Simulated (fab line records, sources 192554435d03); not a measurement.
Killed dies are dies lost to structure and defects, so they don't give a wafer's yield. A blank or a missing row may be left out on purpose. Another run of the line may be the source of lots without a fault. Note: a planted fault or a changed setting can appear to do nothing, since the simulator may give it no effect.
Chamber matching :: flow n5 finfet :: N5_BEOL_M8_ETCH_62 on rie diel-03 has 4 sister chambers
The step etches SOC in N2/H2, target depth 110 nm, overetch 22 nm, time 165 s. 4 wafers are shown with their chamber, then 7 later ones without.

## WAFERS WITH THEIR CHAMBER
wafer: L084.1
chamber: 2
drypump motor current A (A): 5.1

wafer: L094.4
chamber: 3
drypump motor current A (A): 5.4

wafer: L090.1
chamber: 1
drypump motor current A (A): 5.9

wafer: L090.3
chamber: 0
drypump motor current A (A): 5.6

## WAFERS WITH NO CHAMBER GIVEN
wafer: L090.6
drypump motor current A (A): 5.7

wafer: L089.3
drypump motor current A (A): 5.9

wafer: L089.5
drypump motor current A (A): 5.7

wafer: L089.6
drypump motor current A (A): 5.4

wafer: L091.1
drypump motor current A (A): 5.4

wafer: L091.2
drypump motor current A (A): 5.1

wafer: L091.3
drypump motor current A (A): 5.9

## WHICH CHAMBER EACH WENT THROUGH
wafer: L090.6
from the rows above: can't be placed: 0 or 1
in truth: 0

wafer: L089.3
from the rows above: 1
in truth: 1

wafer: L089.5
from the rows above: can't be placed: 0 or 1
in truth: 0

wafer: L089.6
from the rows above: 3
in truth: 3

wafer: L091.1
from the rows above: 3
in truth: 3

wafer: L091.2
from the rows above: 2
in truth: 2

wafer: L091.3
from the rows above: 1
in truth: 1
Correct placement for 5 of the 7. These rows do not allow placing 2 (true chamber among the candidates in 2). Wrongly placed: 0.
How it was worked out, from the rows above alone: a wafer's distance from a chamber is the root of the sum, over the readings, of the square of ((its reading less the chamber's mean) divided by the reading's scatter). If the next closest chamber is less than 2 further off than the closest, the wafer can't be placed; otherwise it belongs to the closest. A chamber's mean is the mean of its shown wafers. The scatter: root of mean squared gap, hidden wafer to nearest shown wafer, with one shown wafer a chamber.
